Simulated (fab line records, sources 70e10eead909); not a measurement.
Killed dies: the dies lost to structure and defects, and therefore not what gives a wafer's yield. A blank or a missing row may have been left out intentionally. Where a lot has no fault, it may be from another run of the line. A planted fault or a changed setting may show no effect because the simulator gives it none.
Which tool did it? || flow nand_harc || Sampling: 24 lots, 72 wafers, 5 of 1302 route steps

WHAT THE GAUGES READ, wafer by wafer
NHARC_A_M1_CD_MEAS_09: the cd target is 120 nm. Usual: cd_nm reads 120.2 nm (standard deviation 0.56).
{"lot": "L074", "measured": "day 22 18:56", "on": "cd_sem-03", "cd_nm (nm)": "119.3 119.5 120.8", "flag": ""}
{"lot": "L076", "measured": "day 23 11:55", "on": "cd_sem-03", "cd_nm (nm)": "120.6 120.5 120.4", "flag": ""}
{"lot": "L077", "measured": "day 23 14:41", "on": "cd_sem-03", "cd_nm (nm)": "119.9 119.4 119.6", "flag": ""}
{"lot": "L078", "measured": "day 24 08:32", "on": "cd_sem-01", "cd_nm (nm)": "120.7 120.6 121.4", "flag": ""}
{"lot": "L079", "measured": "day 24 19:08", "on": "cd_sem-03", "cd_nm (nm)": "120.8 120.5 121.2", "flag": ""}
{"lot": "L081", "measured": "day 25 23:35", "on": "cd_sem-03", "cd_nm (nm)": "119.8 119.6 119.4", "flag": ""}
{"lot": "L075", "measured": "day 26 03:55", "on": "cd_sem-01", "cd_nm (nm)": "120.0 118.6 119.0", "flag": ""}
{"lot": "L080", "measured": "day 26 05:54", "on": "cd_sem-03", "cd_nm (nm)": "120.4 119.8 120.1", "flag": ""}
{"lot": "L082", "measured": "day 26 14:55", "on": "cd_sem-03", "cd_nm (nm)": "120.1 119.6 121.0", "flag": ""}
{"lot": "L083", "measured": "day 26 18:26", "on": "cd_sem-03", "cd_nm (nm)": "119.8 119.6 121.1", "flag": ""}
{"lot": "L084", "measured": "day 26 19:08", "on": "cd_sem-03", "cd_nm (nm)": "121.0 121.8 120.8", "flag": ""}
{"lot": "L085", "measured": "day 27 15:52", "on": "cd_sem-03", "cd_nm (nm)": "120.1 121.1 121.0", "flag": ""}
{"lot": "L086", "measured": "day 28 01:56", "on": "cd_sem-03", "cd_nm (nm)": "120.0 119.9 120.0", "flag": ""}
{"lot": "L087", "measured": "day 28 16:52", "on": "cd_sem-02", "cd_nm (nm)": "118.8 118.6 119.6", "flag": ""}
{"lot": "L090", "measured": "day 28 23:10", "on": "cd_sem-02", "cd_nm (nm)": "120.0 120.8 120.6", "flag": ""}
{"lot": "L089", "measured": "day 28 23:41", "on": "cd_sem-02", "cd_nm (nm)": "120.6 120.0 120.4", "flag": ""}
{"lot": "L088", "measured": "day 29 09:31", "on": "cd_sem-02", "cd_nm (nm)": "119.9 120.0 119.6", "flag": ""}
{"lot": "L092", "measured": "day 29 11:26", "on": "cd_sem-03", "cd_nm (nm)": "120.2 119.2 119.5", "flag": ""}
{"lot": "L091", "measured": "day 29 15:05", "on": "cd_sem-03", "cd_nm (nm)": "120.3 120.8 119.6", "flag": ""}
{"lot": "L093", "measured": "day 30 12:07", "on": "cd_sem-02", "cd_nm (nm)": "120.4 120.1 119.9", "flag": ""}
{"lot": "L095", "measured": "day 31 20:20", "on": "cd_sem-01", "cd_nm (nm)": "120.5 120.2 119.9", "flag": ""}
{"lot": "L096", "measured": "day 31 23:25", "on": "cd_sem-03", "cd_nm (nm)": "120.2 120.0 119.2", "flag": ""}
{"lot": "L094", "measured": "day 32 03:08", "on": "cd_sem-02", "cd_nm (nm)": "119.2 119.2 120.2", "flag": ""}
{"lot": "L097", "measured": "day 32 07:04", "on": "cd_sem-01", "cd_nm (nm)": "119.8 119.7 121.1", "flag": ""}

NHARC_A_BONDPAD_CD_MEAS_09: the cd target is 500 nm. Usual: cd_nm reads 499.9 nm (standard deviation 1.7).
{"lot": "L074", "measured": "day 22 23:37", "on": "cd_sem-01", "cd_nm (nm)": "502.0 500.9 498.1", "flag": ""}
{"lot": "L076", "measured": "day 23 16:40", "on": "cd_sem-01", "cd_nm (nm)": "499.8 501.7 499.8", "flag": ""}
{"lot": "L077", "measured": "day 23 19:20", "on": "cd_sem-03", "cd_nm (nm)": "500.4 501.9 499.8", "flag": ""}
{"lot": "L078", "measured": "day 24 13:05", "on": "cd_sem-01", "cd_nm (nm)": "499.7 497.8 502.3", "flag": ""}
{"lot": "L079", "measured": "day 24 23:51", "on": "cd_sem-03", "cd_nm (nm)": "498.6 499.8 499.5", "flag": ""}
{"lot": "L081", "measured": "day 26 04:36", "on": "cd_sem-01", "cd_nm (nm)": "505.0 502.0 501.5", "flag": ""}
{"lot": "L075", "measured": "day 26 08:28", "on": "cd_sem-03", "cd_nm (nm)": "500.3 497.4 496.4", "flag": ""}
{"lot": "L080", "measured": "day 26 10:35", "on": "cd_sem-01", "cd_nm (nm)": "499.5 499.8 500.8", "flag": ""}
{"lot": "L082", "measured": "day 26 19:58", "on": "cd_sem-01", "cd_nm (nm)": "500.9 499.5 498.9", "flag": ""}
{"lot": "L083", "measured": "day 26 23:25", "on": "cd_sem-01", "cd_nm (nm)": "501.2 499.0 496.5", "flag": ""}
{"lot": "L084", "measured": "day 27 00:00", "on": "cd_sem-03", "cd_nm (nm)": "497.0 497.2 499.4", "flag": ""}
{"lot": "L085", "measured": "day 27 21:23", "on": "cd_sem-03", "cd_nm (nm)": "499.7 497.5 502.3", "flag": ""}
{"lot": "L086", "measured": "day 28 06:37", "on": "cd_sem-03", "cd_nm (nm)": "499.7 501.3 499.4", "flag": ""}
{"lot": "L087", "measured": "day 28 23:35", "on": "cd_sem-02", "cd_nm (nm)": "499.9 499.0 503.2", "flag": ""}
{"lot": "L090", "measured": "day 29 03:50", "on": "cd_sem-02", "cd_nm (nm)": "499.4 499.2 501.5", "flag": ""}
{"lot": "L089", "measured": "day 29 04:24", "on": "cd_sem-03", "cd_nm (nm)": "502.8 498.4 497.9", "flag": ""}
{"lot": "L088", "measured": "day 29 14:11", "on": "cd_sem-03", "cd_nm (nm)": "498.4 501.9 499.2", "flag": ""}
{"lot": "L092", "measured": "day 29 16:00", "on": "cd_sem-02", "cd_nm (nm)": "500.3 501.1 496.3", "flag": ""}
{"lot": "L091", "measured": "day 29 19:47", "on": "cd_sem-03", "cd_nm (nm)": "502.2 499.9 498.8", "flag": ""}
{"lot": "L093", "measured": "day 30 16:47", "on": "cd_sem-03", "cd_nm (nm)": "499.4 500.0 499.9", "flag": ""}
{"lot": "L095", "measured": "day 32 01:06", "on": "cd_sem-03", "cd_nm (nm)": "500.9 498.2 504.1", "flag": ""}
{"lot": "L096", "measured": "day 32 03:59", "on": "cd_sem-01", "cd_nm (nm)": "499.8 499.7 499.1", "flag": ""}
{"lot": "L094", "measured": "day 32 08:09", "on": "cd_sem-02", "cd_nm (nm)": "499.9 499.4 499.0", "flag": ""}
{"lot": "L097", "measured": "day 32 11:45", "on": "cd_sem-01", "cd_nm (nm)": "497.7 499.2 500.1", "flag": ""}

NHARC_A_BONDPAD_OVL_MEAS_35. Usual: overlay_x_nm 0 nm, standard deviation 5.4; overlay_y_nm 1 nm, standard deviation 7.9.
{"lot": "L074", "measured": "day 22 23:42", "on": "overlay-01", "overlay_x_nm (nm)": "4 4 3", "overlay_y_nm (nm)": "1 1 2", "flag": ""}
{"lot": "L076", "measured": "day 23 16:45", "on": "overlay-02", "overlay_x_nm (nm)": "9 9 10", "overlay_y_nm (nm)": "-5 -4 -4", "flag": ""}
{"lot": "L077", "measured": "day 23 19:25", "on": "overlay-02", "overlay_x_nm (nm)": "4 4 4", "overlay_y_nm (nm)": "-10 -10 -10", "flag": ""}
{"lot": "L078", "measured": "day 24 13:10", "on": "overlay-01", "overlay_x_nm (nm)": "-6 -5 -5", "overlay_y_nm (nm)": "-3 -3 -3", "flag": ""}
{"lot": "L079", "measured": "day 24 23:56", "on": "overlay-02", "overlay_x_nm (nm)": "-1 0 -1", "overlay_y_nm (nm)": "-21 -21 -21", "flag": ""}
{"lot": "L081", "measured": "day 26 04:41", "on": "overlay-01", "overlay_x_nm (nm)": "2 1 1", "overlay_y_nm (nm)": "2 2 1", "flag": ""}
{"lot": "L075", "measured": "day 26 08:34", "on": "overlay-02", "overlay_x_nm (nm)": "-14 -14 -14", "overlay_y_nm (nm)": "-4 -3 -4", "flag": ""}
{"lot": "L080", "measured": "day 26 10:40", "on": "overlay-02", "overlay_x_nm (nm)": "1 1 1", "overlay_y_nm (nm)": "3 3 2", "flag": ""}
{"lot": "L082", "measured": "day 26 20:04", "on": "overlay-02", "overlay_x_nm (nm)": "-11 -10 -10", "overlay_y_nm (nm)": "11 11 11", "flag": ""}
{"lot": "L083", "measured": "day 26 23:31", "on": "overlay-02", "overlay_x_nm (nm)": "5 5 5", "overlay_y_nm (nm)": "-3 -3 -3", "flag": ""}
{"lot": "L084", "measured": "day 27 00:06", "on": "overlay-02", "overlay_x_nm (nm)": "-5 -5 -5", "overlay_y_nm (nm)": "6 6 6", "flag": ""}
{"lot": "L085", "measured": "day 27 21:28", "on": "overlay-01", "overlay_x_nm (nm)": "-2 -2 -1", "overlay_y_nm (nm)": "-3 -3 -3", "flag": ""}
{"lot": "L086", "measured": "day 28 06:42", "on": "overlay-01", "overlay_x_nm (nm)": "4 4 4", "overlay_y_nm (nm)": "1 1 2", "flag": ""}
{"lot": "L087", "measured": "day 28 23:40", "on": "overlay-02", "overlay_x_nm (nm)": "3 3 3", "overlay_y_nm (nm)": "1 0 0", "flag": ""}
{"lot": "L090", "measured": "day 29 03:56", "on": "overlay-01", "overlay_x_nm (nm)": "4 3 4", "overlay_y_nm (nm)": "9 10 9", "flag": ""}
{"lot": "L089", "measured": "day 29 04:29", "on": "overlay-02", "overlay_x_nm (nm)": "-1 -1 -1", "overlay_y_nm (nm)": "0 0 0", "flag": ""}
{"lot": "L088", "measured": "day 29 14:17", "on": "overlay-02", "overlay_x_nm (nm)": "-6 -6 -5", "overlay_y_nm (nm)": "6 6 6", "flag": ""}
{"lot": "L092", "measured": "day 29 16:05", "on": "overlay-02", "overlay_x_nm (nm)": "-1 -1 -1", "overlay_y_nm (nm)": "0 0 0", "flag": ""}
{"lot": "L091", "measured": "day 29 19:52", "on": "overlay-02", "overlay_x_nm (nm)": "4 4 4", "overlay_y_nm (nm)": "19 18 18", "flag": ""}
{"lot": "L093", "measured": "day 30 16:52", "on": "overlay-01", "overlay_x_nm (nm)": "-6 -6 -6", "overlay_y_nm (nm)": "0 0 1", "flag": ""}
{"lot": "L095", "measured": "day 32 01:11", "on": "overlay-01", "overlay_x_nm (nm)": "9 9 9", "overlay_y_nm (nm)": "-7 -6 -7", "flag": ""}
{"lot": "L096", "measured": "day 32 04:04", "on": "overlay-02", "overlay_x_nm (nm)": "0 0 1", "overlay_y_nm (nm)": "11 11 11", "flag": ""}
{"lot": "L094", "measured": "day 32 08:14", "on": "overlay-02", "overlay_x_nm (nm)": "-2 -3 -2", "overlay_y_nm (nm)": "7 7 7", "flag": ""}
{"lot": "L097", "measured": "day 32 11:50", "on": "overlay-02", "overlay_x_nm (nm)": "1 0 0", "overlay_y_nm (nm)": "-9 -9 -9", "flag": ""}

TOOL THAT RAN EACH LOT (tool first, then ch and the chambers of the sampled wafers, then the start)
{"lot": "L074", "NHARC_A_M1_ETCH_28": "rie_diel-02 ch 0,1, day 22 21:19 or earlier", "NHARC_A_M1_CMP_23": "cmp-02 ch 0,1,2, day 22 21:19"}
{"lot": "L076", "NHARC_A_M1_ETCH_28": "rie_diel-02 ch 0,1,3, day 23 14:16 or earlier", "NHARC_A_M1_CMP_23": "cmp-02 ch 1,2, day 23 14:16"}
{"lot": "L077", "NHARC_A_M1_ETCH_28": "rie_diel-10 ch 1,3, day 23 17:03 or earlier", "NHARC_A_M1_CMP_23": "cmp-04 ch 1,2,3, day 23 17:03"}
{"lot": "L078", "NHARC_A_M1_ETCH_28": "rie_diel-10 ch 0,1,2, day 24 10:49 or earlier", "NHARC_A_M1_CMP_23": "cmp-02 ch 1,2,3, day 24 10:49"}
{"lot": "L079", "NHARC_A_M1_ETCH_28": "rie_diel-10 ch 0,1, day 24 21:26 or earlier", "NHARC_A_M1_CMP_23": "cmp-02 ch 0,1, day 24 21:26"}
{"lot": "L081", "NHARC_A_M1_ETCH_28": "rie_diel-02 ch 0,1,2, day 26 02:19 or earlier", "NHARC_A_M1_CMP_23": "cmp-04 ch 0,1, day 26 02:19"}
{"lot": "L075", "NHARC_A_M1_ETCH_28": "rie_diel-03 ch 0,1,2, day 26 06:12 or earlier", "NHARC_A_M1_CMP_23": "cmp-02 ch 1,2,3, day 26 06:12"}
{"lot": "L080", "NHARC_A_M1_ETCH_28": "rie_diel-03 ch 0,3, day 26 08:11 or earlier", "NHARC_A_M1_CMP_23": "cmp-01 ch 0,1,3, day 26 08:11"}
{"lot": "L082", "NHARC_A_M1_ETCH_28": "rie_diel-03 ch 0,1,3, day 26 17:33 or earlier", "NHARC_A_M1_CMP_23": "cmp-04 ch 1,2,3, day 26 17:33"}
{"lot": "L083", "NHARC_A_M1_ETCH_28": "rie_diel-10 ch 0,3, day 26 21:01 or earlier", "NHARC_A_M1_CMP_23": "cmp-02 ch 1,3, day 26 21:01"}
{"lot": "L084", "NHARC_A_M1_ETCH_28": "rie_diel-02 ch 1,3, day 26 21:44 or earlier", "NHARC_A_M1_CMP_23": "cmp-02 ch 0,1, day 26 21:44"}
{"lot": "L085", "NHARC_A_M1_ETCH_28": "rie_diel-02 ch 0,2, day 27 18:34 or earlier", "NHARC_A_M1_CMP_23": "cmp-02 ch 0,3, day 27 18:34"}
{"lot": "L086", "NHARC_A_M1_ETCH_28": "rie_diel-02 ch 0,2,3, day 28 04:14 or earlier", "NHARC_A_M1_CMP_23": "cmp-02 ch 1,2,3, day 28 04:14"}
{"lot": "L087", "NHARC_A_M1_ETCH_28": "rie_diel-02 ch 1,3, day 28 19:13 or earlier", "NHARC_A_M1_CMP_23": "cmp-04 ch 0,3, day 28 19:13"}
{"lot": "L090", "NHARC_A_M1_ETCH_28": "rie_diel-02 ch 0,2, day 29 01:30 or earlier", "NHARC_A_M1_CMP_23": "cmp-02 ch 0,1,3, day 29 01:30"}
{"lot": "L089", "NHARC_A_M1_ETCH_28": "rie_diel-02 ch 0,1,3, day 29 02:02 or earlier", "NHARC_A_M1_CMP_23": "cmp-01 ch 0,1,2, day 29 02:02"}
{"lot": "L088", "NHARC_A_M1_ETCH_28": "rie_diel-03 ch 1,2, day 29 11:48 or earlier", "NHARC_A_M1_CMP_23": "cmp-01 ch 0,3, day 29 11:48"}
{"lot": "L092", "NHARC_A_M1_ETCH_28": "rie_diel-10 ch 1,2,3, day 29 13:44 or earlier", "NHARC_A_M1_CMP_23": "cmp-02 ch 0,2,3, day 29 13:44"}
{"lot": "L091", "NHARC_A_M1_ETCH_28": "rie_diel-03 ch 0,1,2, day 29 17:26 or earlier", "NHARC_A_M1_CMP_23": "cmp-01 ch 1,2,3, day 29 17:26"}
{"lot": "L093", "NHARC_A_M1_ETCH_28": "rie_diel-10 ch 0,1,3, day 30 14:23 or earlier", "NHARC_A_M1_CMP_23": "cmp-02 ch 2,3, day 30 14:23"}
{"lot": "L095", "NHARC_A_M1_ETCH_28": "rie_diel-03 ch 0,2, day 31 22:48 or earlier", "NHARC_A_M1_CMP_23": "cmp-04 ch 1,2,3, day 31 22:48"}
{"lot": "L096", "NHARC_A_M1_ETCH_28": "rie_diel-10 ch 0,1,2, day 32 01:46 or earlier", "NHARC_A_M1_CMP_23": "cmp-04 ch 0,2,3, day 32 01:46"}
{"lot": "L094", "NHARC_A_M1_ETCH_28": "rie_diel-10 ch 0,2, day 32 05:26 or earlier", "NHARC_A_M1_CMP_23": "cmp-01 ch 0,3, day 32 05:26"}
{"lot": "L097", "NHARC_A_M1_ETCH_28": "rie_diel-10 ch 0,2, day 32 09:20 or earlier", "NHARC_A_M1_CMP_23": "cmp-01 ch 0,3, day 32 09:20"}
- NHARC_A_M1_ETCH_28: etches the open film in CF4/N2, target depth 30 nm, time 72.99 s.
- NHARC_A_M1_CMP_23: polishes, t overpolish 20 s, target thk 154.34 nm.

WHAT THE TOOLS THEMSELVES READ (means of the sampled wafers that have a number; where no wafer has one, the mark that the record gives instead)
NHARC_A_M1_ETCH_28. Usual: drypump_motor_current_A 5.9 A, standard deviation 0.31; oes_product_au 1.000 a.u., standard deviation 0.0097; rf_vpp_V 315.5 V, standard deviation 1.5; showerhead_plenum_p_Torr 2.71 Torr, standard deviation 0.081; throttle_valve_pct 19.796 %, standard deviation 0.01.
{"lot": "L074", "tool": "rie_diel-02", "drypump_motor_current_A (A)": 6.1, "oes_product_au (a.u.)": 1.006, "rf_vpp_V (V)": 315.7, "showerhead_plenum_p_Torr (Torr)": 2.71, "throttle_valve_pct (%)": 19.787, "flag": ""}
{"lot": "L076", "tool": "rie_diel-02", "drypump_motor_current_A (A)": 6.1, "oes_product_au (a.u.)": 1.005, "rf_vpp_V (V)": 314.6, "showerhead_plenum_p_Torr (Torr)": 2.68, "throttle_valve_pct (%)": 19.795, "flag": ""}
{"lot": "L077", "tool": "rie_diel-10", "drypump_motor_current_A (A)": 6.0, "oes_product_au (a.u.)": 0.987, "rf_vpp_V (V)": 315.6, "showerhead_plenum_p_Torr (Torr)": 2.70, "throttle_valve_pct (%)": 19.796, "flag": ""}
{"lot": "L078", "tool": "rie_diel-10", "drypump_motor_current_A (A)": 5.9, "oes_product_au (a.u.)": 0.991, "rf_vpp_V (V)": 315.8, "showerhead_plenum_p_Torr (Torr)": 2.74, "throttle_valve_pct (%)": 19.791, "flag": ""}
{"lot": "L079", "tool": "rie_diel-10", "drypump_motor_current_A (A)": 6.0, "oes_product_au (a.u.)": 0.990, "rf_vpp_V (V)": 315.3, "showerhead_plenum_p_Torr (Torr)": 2.68, "throttle_valve_pct (%)": 19.797, "flag": ""}
{"lot": "L081", "tool": "rie_diel-02", "drypump_motor_current_A (A)": 6.1, "oes_product_au (a.u.)": 1.003, "rf_vpp_V (V)": 315.7, "showerhead_plenum_p_Torr (Torr)": 2.70, "throttle_valve_pct (%)": 19.799, "flag": ""}
{"lot": "L075", "tool": "rie_diel-03", "drypump_motor_current_A (A)": 5.4, "oes_product_au (a.u.)": 0.992, "rf_vpp_V (V)": 314.8, "showerhead_plenum_p_Torr (Torr)": 2.68, "throttle_valve_pct (%)": 19.803, "flag": ""}
{"lot": "L080", "tool": "rie_diel-03", "drypump_motor_current_A (A)": 5.3, "oes_product_au (a.u.)": 0.998, "rf_vpp_V (V)": 316.7, "showerhead_plenum_p_Torr (Torr)": 2.77, "throttle_valve_pct (%)": 19.801, "flag": ""}
{"lot": "L082", "tool": "rie_diel-03", "drypump_motor_current_A (A)": 5.6, "oes_product_au (a.u.)": 0.994, "rf_vpp_V (V)": 316.4, "showerhead_plenum_p_Torr (Torr)": 2.76, "throttle_valve_pct (%)": 19.804, "flag": ""}
{"lot": "L083", "tool": "rie_diel-10", "drypump_motor_current_A (A)": 6.0, "oes_product_au (a.u.)": 1.006, "rf_vpp_V (V)": 316.1, "showerhead_plenum_p_Torr (Torr)": 2.75, "throttle_valve_pct (%)": 19.793, "flag": ""}
{"lot": "L084", "tool": "rie_diel-02", "drypump_motor_current_A (A)": 6.1, "oes_product_au (a.u.)": 1.004, "rf_vpp_V (V)": 314.4, "showerhead_plenum_p_Torr (Torr)": 2.64, "throttle_valve_pct (%)": 19.797, "flag": ""}
{"lot": "L085", "tool": "rie_diel-02", "drypump_motor_current_A (A)": 6.1, "oes_product_au (a.u.)": 0.995, "rf_vpp_V (V)": 315.6, "showerhead_plenum_p_Torr (Torr)": 2.74, "throttle_valve_pct (%)": 19.798, "flag": ""}
{"lot": "L086", "tool": "rie_diel-02", "drypump_motor_current_A (A)": 6.1, "oes_product_au (a.u.)": 1.010, "rf_vpp_V (V)": 315.2, "showerhead_plenum_p_Torr (Torr)": 2.71, "throttle_valve_pct (%)": 19.802, "flag": ""}
{"lot": "L087", "tool": "rie_diel-02", "drypump_motor_current_A (A)": 6.1, "oes_product_au (a.u.)": 1.006, "rf_vpp_V (V)": 314.2, "showerhead_plenum_p_Torr (Torr)": 2.64, "throttle_valve_pct (%)": 19.794, "flag": ""}
{"lot": "L090", "tool": "rie_diel-02", "drypump_motor_current_A (A)": 6.1, "oes_product_au (a.u.)": 0.999, "rf_vpp_V (V)": 315.8, "showerhead_plenum_p_Torr (Torr)": 2.74, "throttle_valve_pct (%)": 19.792, "flag": ""}
{"lot": "L089", "tool": "rie_diel-02", "drypump_motor_current_A (A)": 6.1, "oes_product_au (a.u.)": 1.013, "rf_vpp_V (V)": 315.0, "showerhead_plenum_p_Torr (Torr)": 2.68, "throttle_valve_pct (%)": 19.800, "flag": ""}
{"lot": "L088", "tool": "rie_diel-03", "drypump_motor_current_A (A)": 5.7, "oes_product_au (a.u.)": 0.996, "rf_vpp_V (V)": 315.4, "showerhead_plenum_p_Torr (Torr)": 2.67, "throttle_valve_pct (%)": 19.789, "flag": ""}
{"lot": "L092", "tool": "rie_diel-10", "drypump_motor_current_A (A)": 5.9, "oes_product_au (a.u.)": 0.998, "rf_vpp_V (V)": 316.1, "showerhead_plenum_p_Torr (Torr)": 2.72, "throttle_valve_pct (%)": 19.803, "flag": ""}
{"lot": "L091", "tool": "rie_diel-03", "drypump_motor_current_A (A)": 5.4, "oes_product_au (a.u.)": 1.004, "rf_vpp_V (V)": 315.4, "showerhead_plenum_p_Torr (Torr)": 2.68, "throttle_valve_pct (%)": 19.793, "flag": ""}
{"lot": "L093", "tool": "rie_diel-10", "drypump_motor_current_A (A)": 6.0, "oes_product_au (a.u.)": 1.001, "rf_vpp_V (V)": 316.0, "showerhead_plenum_p_Torr (Torr)": 2.71, "throttle_valve_pct (%)": 19.793, "flag": ""}
{"lot": "L095", "tool": "rie_diel-03", "drypump_motor_current_A (A)": 5.1, "oes_product_au (a.u.)": 0.999, "rf_vpp_V (V)": 314.7, "showerhead_plenum_p_Torr (Torr)": 2.69, "throttle_valve_pct (%)": 19.790, "flag": ""}
{"lot": "L096", "tool": "rie_diel-10", "drypump_motor_current_A (A)": 5.9, "oes_product_au (a.u.)": 1.003, "rf_vpp_V (V)": 315.5, "showerhead_plenum_p_Torr (Torr)": 2.73, "throttle_valve_pct (%)": 19.788, "flag": ""}
{"lot": "L094", "tool": "rie_diel-10", "drypump_motor_current_A (A)": 5.9, "oes_product_au (a.u.)": 1.001, "rf_vpp_V (V)": 316.7, "showerhead_plenum_p_Torr (Torr)": 2.78, "throttle_valve_pct (%)": 19.803, "flag": ""}
{"lot": "L097", "tool": "rie_diel-10", "drypump_motor_current_A (A)": 5.9, "oes_product_au (a.u.)": 1.009, "rf_vpp_V (V)": 317.0, "showerhead_plenum_p_Torr (Torr)": 2.79, "throttle_valve_pct (%)": 19.796, "flag": ""}

NHARC_A_M1_CMP_23. Usual: motor_current_A 12.1 A, standard deviation 1.7; retaining_ring_pressure_frac 1.000, standard deviation 0.0044; time_to_endpoint_s 28.7 s, standard deviation 2.7.
{"lot": "L074", "tool": "cmp-02", "motor_current_A (A)": 12.5, "retaining_ring_pressure_frac": 1.001, "time_to_endpoint_s (s)": 27.7, "flag": ""}
{"lot": "L076", "tool": "cmp-02", "motor_current_A (A)": 13.0, "retaining_ring_pressure_frac": 0.995, "time_to_endpoint_s (s)": 33.1, "flag": ""}
{"lot": "L077", "tool": "cmp-04", "motor_current_A (A)": 11.2, "retaining_ring_pressure_frac": 0.997, "time_to_endpoint_s (s)": 25.5, "flag": ""}
{"lot": "L078", "tool": "cmp-02", "motor_current_A (A)": 12.0, "retaining_ring_pressure_frac": 0.996, "time_to_endpoint_s (s)": 29.8, "flag": ""}
{"lot": "L079", "tool": "cmp-02", "motor_current_A (A)": 12.9, "retaining_ring_pressure_frac": 0.998, "time_to_endpoint_s (s)": 30.4, "flag": ""}
{"lot": "L081", "tool": "cmp-04", "motor_current_A (A)": 12.3, "retaining_ring_pressure_frac": 0.999, "time_to_endpoint_s (s)": 28.1, "flag": ""}
{"lot": "L075", "tool": "cmp-02", "motor_current_A (A)": 12.1, "retaining_ring_pressure_frac": 0.998, "time_to_endpoint_s (s)": 29.8, "flag": ""}
{"lot": "L080", "tool": "cmp-01", "motor_current_A (A)": 13.0, "retaining_ring_pressure_frac": 1.000, "time_to_endpoint_s (s)": 30.6, "flag": ""}
{"lot": "L082", "tool": "cmp-04", "motor_current_A (A)": 11.1, "retaining_ring_pressure_frac": 0.998, "time_to_endpoint_s (s)": 26.3, "flag": ""}
{"lot": "L083", "tool": "cmp-02", "motor_current_A (A)": 12.4, "retaining_ring_pressure_frac": 0.998, "time_to_endpoint_s (s)": 31.4, "flag": ""}
{"lot": "L084", "tool": "cmp-02", "motor_current_A (A)": 11.8, "retaining_ring_pressure_frac": 1.002, "time_to_endpoint_s (s)": 27.9, "flag": ""}
{"lot": "L085", "tool": "cmp-02", "motor_current_A (A)": 10.6, "retaining_ring_pressure_frac": 1.000, "time_to_endpoint_s (s)": 28.2, "flag": ""}
{"lot": "L086", "tool": "cmp-02", "motor_current_A (A)": 12.5, "retaining_ring_pressure_frac": 0.995, "time_to_endpoint_s (s)": 27.4, "flag": ""}
{"lot": "L087", "tool": "cmp-04", "motor_current_A (A)": 13.1, "retaining_ring_pressure_frac": 0.997, "time_to_endpoint_s (s)": 32.2, "flag": ""}
{"lot": "L090", "tool": "cmp-02", "motor_current_A (A)": 11.5, "retaining_ring_pressure_frac": 1.004, "time_to_endpoint_s (s)": 24.5, "flag": ""}
{"lot": "L089", "tool": "cmp-01", "motor_current_A (A)": 12.5, "retaining_ring_pressure_frac": 1.000, "time_to_endpoint_s (s)": 31.1, "flag": ""}
{"lot": "L088", "tool": "cmp-01", "motor_current_A (A)": 13.2, "retaining_ring_pressure_frac": 0.999, "time_to_endpoint_s (s)": 26.6, "flag": ""}
{"lot": "L092", "tool": "cmp-02", "motor_current_A (A)": 11.5, "retaining_ring_pressure_frac": 1.000, "time_to_endpoint_s (s)": 30.7, "flag": ""}
{"lot": "L091", "tool": "cmp-01", "motor_current_A (A)": 11.2, "retaining_ring_pressure_frac": 1.001, "time_to_endpoint_s (s)": 26.6, "flag": ""}
{"lot": "L093", "tool": "cmp-02", "motor_current_A (A)": 12.0, "retaining_ring_pressure_frac": 1.001, "time_to_endpoint_s (s)": 30.3, "flag": ""}
{"lot": "L095", "tool": "cmp-04", "motor_current_A (A)": 10.7, "retaining_ring_pressure_frac": 1.002, "time_to_endpoint_s (s)": 25.9, "flag": ""}
{"lot": "L096", "tool": "cmp-04", "motor_current_A (A)": 12.2, "retaining_ring_pressure_frac": 0.996, "time_to_endpoint_s (s)": 25.1, "flag": ""}
{"lot": "L094", "tool": "cmp-01", "motor_current_A (A)": 15.0, "retaining_ring_pressure_frac": 1.000, "time_to_endpoint_s (s)": 30.1, "flag": ""}
{"lot": "L097", "tool": "cmp-01", "motor_current_A (A)": 14.8, "retaining_ring_pressure_frac": 1.001, "time_to_endpoint_s (s)": 29.2, "flag": ""}

THE ANSWER, worked out from the rows above alone
Rule: lot off if the mean of its wafers having a number is beyond 3 standard deviations from the usual mean. A lot without any number at a reading at which 4 lots or more have one is off too. Any other lot the step has rows for is counted as sound. First the gauges in route order, then the tools' own readings, where a lot's mean is used as printed above. At the first step where some lot is off, the reading lying furthest off is the one used; lots without a number count as furthest.
No lot is off on any of the readings shown, so nothing can be concluded from this.

WHAT THE SIMULATOR PUT IN
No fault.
